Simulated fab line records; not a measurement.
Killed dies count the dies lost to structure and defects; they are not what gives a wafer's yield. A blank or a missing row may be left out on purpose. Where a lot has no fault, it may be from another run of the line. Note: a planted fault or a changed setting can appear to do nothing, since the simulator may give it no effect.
3 desks looking at one fault ; flow nand-harc ; only its own numbers are on each desk; what lay behind them is given at the end

TOOL OWNER'S DESK, pecvd-onon-04
The tool's own readings at NHARC_A_ONON_D1_DEP_19 (target thk 1000 nm): means of the sampled wafers that have a number, for each lot that ran on this tool. Any lot whose mean is over 4 standard deviations away from the usual mean is out of limits and marked OUT; that distance is given in the brackets.
Columns: A = nh3-flow-sccm at NHARC_A_ONON_D1_DEP_19, usual 500.0 sccm
lot;first seen here;A
L706;day 9 04:59;500.6
L709;day 10 07:27;500.5
L710;day 10 13:44;500.7
L723;day 16 06:30;500.4
L725;day 17 03:44;499.6
Finding of this desk: none of the 5 lots has anything out of limits.

THE METROLOGY DESK
Lot by lot, what the gauges showed, no matter which tool ran the lot: averages of those sampled wafers that carry a number. Any lot whose mean is over 4 standard deviations away from the usual mean is out of limits and marked OUT; that distance is given in the brackets.
Columns: A = thk-nm at NHARC_A_ONON_D1_THK_MEAS_21, usual 1001 nm
lot;first seen here;A
L706;day 9 05:26;1006
L707;day 9 10:31;1000
L709;day 10 07:58;1255 (+23) OUT
L710;day 10 14:11;1274 (+25) OUT
L715;day 12 15:46;1006
L717;day 13 11:49;981
L718;day 14 10:32;1008
L719;day 14 10:40;993
L721;day 14 21:10;1013
L723;day 16 06:50;1022
L724;day 16 16:07;995
L725;day 17 04:11;992
This desk's finding: out of limits on L709, L710; first on L709, day 10 07:58 (thk-nm at NHARC_A_ONON_D1_THK_MEAS_21). L706, L707, L715, L717, L718, L719, L721, L723, L724, L725 stayed within limits.

THE DEFECT DESK
Inspection counts along the route, by lot: the mean over sampled wafers that carry a number. Any lot whose mean is over 4 standard deviations away from the usual mean is out of limits and marked OUT; that distance is given in the brackets.
Columns: A = raw-defect-count at NHARC_A_SOURCE_PLATE_INSPECT_08, usual 65
lot;first seen here;A
L706;day 8 15:43;38
L707;day 8 21:55;75
L709;day 9 18:54;82
L710;day 10 02:46;77
L715;day 12 03:09;45
L717;day 13 00:36;67
L719;day 13 22:28;56
L718;day 13 22:30;50
L721;day 14 09:26;50
L723;day 15 19:41;78
L724;day 16 04:50;62
L725;day 16 17:00;48
Finding of this desk: none of the 12 lots has anything out of limits.

BROUGHT TOGETHER
The metrology desk could have raised an alarm at day 10 07:58, on L709, L710.
The tool owner's desk saw nothing out of limits.
Nothing out of limits was seen by the defect desk.
Tool owner's desk: L709, L710 on record, inside its limits.
The defect desk has L709, L710 on record, within its limits.
The lots listed all ran NHARC_A_ONON_D1_DEP_19 on pecvd-onon-04.

WHAT THE SIMULATOR HAD INSERTED
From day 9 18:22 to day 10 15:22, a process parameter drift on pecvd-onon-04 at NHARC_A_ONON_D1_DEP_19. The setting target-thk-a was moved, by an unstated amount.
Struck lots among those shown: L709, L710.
Time in hours between the start of the fault and the first out-of-limits reading at each desk: metrology desk, 14.
